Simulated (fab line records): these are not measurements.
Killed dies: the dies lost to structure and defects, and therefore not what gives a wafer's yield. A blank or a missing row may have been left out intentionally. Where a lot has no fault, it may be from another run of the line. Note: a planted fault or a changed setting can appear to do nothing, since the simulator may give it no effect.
Which tool was responsible? + flow n5-finfet + 11 lots, 33 wafers sampled, at 3 steps of a route of 1938

WHAT EACH GAUGE READ, for each wafer
N5_MIM_TOP_LITHO_CD_MEAS_08 targets a cd of 2000 nm.
| lot  | measured     | on        | cd-nm (nm)           |
|------|--------------|-----------|----------------------|
| L803 | day 11 22:07 | cd-sem-03 | 1998.0 1998.8 2001.1 |
| L806 | day 12 10:52 | cd-sem-01 | 1998.6 1999.5 1999.1 |
| L808 | day 12 12:53 | cd-sem-01 | 1998.4 1997.5 1996.8 |
| L807 | day 12 16:13 | cd-sem-03 | 2000.8 1999.6 2001.3 |
| L810 | day 13 17:04 | cd-sem-01 | 1998.9 1997.5 1999.8 |
| L812 | day 14 01:46 | cd-sem-03 | 2003.1 2002.5 2002.2 |
| L814 | day 14 12:48 | cd-sem-03 | 1997.5 1997.6 2000.0 |
| L813 | day 15 08:53 | cd-sem-03 | 1998.2 1998.2 1998.4 |
| L819 | day 16 01:23 | cd-sem-02 | 2000.9 2000.8 2000.9 |
| L824 | day 17 03:21 | cd-sem-02 | 1998.2 1998.7 1997.0 |
| L826 | day 17 21:56 | cd-sem-03 | 2001.5 1999.7 2000.7 |

EACH LOT AND THE TOOL THAT RAN IT (in order: tool; ch and the chambers of the sampled wafers; start)
| lot  | N5_MIM_TOP_ALD_02                           | N5_MIM_TOP_DEGAS_04          |
|------|---------------------------------------------|------------------------------|
| L803 | ald-hk-01 ch 1,2,3, day 11 21:41 or earlier | pvd-sputter-03, day 11 21:41 |
| L806 | ald-hk-03 ch 0,1,3, day 12 10:19 or earlier | pvd-sputter-03, day 12 10:19 |
| L808 | ald-hk-03 ch 0,2,3, day 12 12:28 or earlier | pvd-sputter-02, day 12 12:28 |
| L807 | ald-hk-03 ch 0,1, day 12 15:47 or earlier   | pvd-sputter-01, day 12 15:47 |
| L810 | ald-hk-02 ch 0,3, day 13 16:30 or earlier   | pvd-sputter-01, day 13 16:30 |
| L812 | ald-hk-01 ch 0,1,3, day 14 01:20 or earlier | pvd-sputter-03, day 14 01:20 |
| L814 | ald-hk-01 ch 2,3, day 14 12:05 or earlier   | pvd-sputter-02, day 14 12:05 |
| L813 | ald-hk-03 ch 1,2, day 15 08:28 or earlier   | pvd-sputter-02, day 15 08:28 |
| L819 | ald-hk-01 ch 0,1,2, day 16 00:50 or earlier | pvd-sputter-02, day 16 00:50 |
| L824 | ald-hk-01 ch 0,1,3, day 17 02:55 or earlier | pvd-sputter-03, day 17 02:55 |
| L826 | ald-hk-02 ch 0,2, day 17 21:22 or earlier   | pvd-sputter-03, day 17 21:22 |
- N5_MIM_TOP_ALD_02: deposits Al2O3, purge time 3 s, co reactant pulse time 3 s.
- N5_MIM_TOP_DEGAS_04: time 60 s.

THE ANSWER, worked out from the rows above alone
Rule: the lots themselves supply what counts as usual. Put in order of their means at a reading, lots are off if they are a third of the lots or fewer, leave a main group of 4 or more, and stand apart from it by a gap of 3 or more times the standard deviation of the main group's means; of several such gaps the widest counts. A main group whose means are all the same, to the digits that the tables above print for the reading, isn't used. Also off: a lot with no number at a reading for which 4 or more lots have one. The other lots that the step has rows for count as sound.
None of the lots is off at any reading shown; this tells nothing.

WHAT HAD BEEN PUT IN BY THE SIMULATOR
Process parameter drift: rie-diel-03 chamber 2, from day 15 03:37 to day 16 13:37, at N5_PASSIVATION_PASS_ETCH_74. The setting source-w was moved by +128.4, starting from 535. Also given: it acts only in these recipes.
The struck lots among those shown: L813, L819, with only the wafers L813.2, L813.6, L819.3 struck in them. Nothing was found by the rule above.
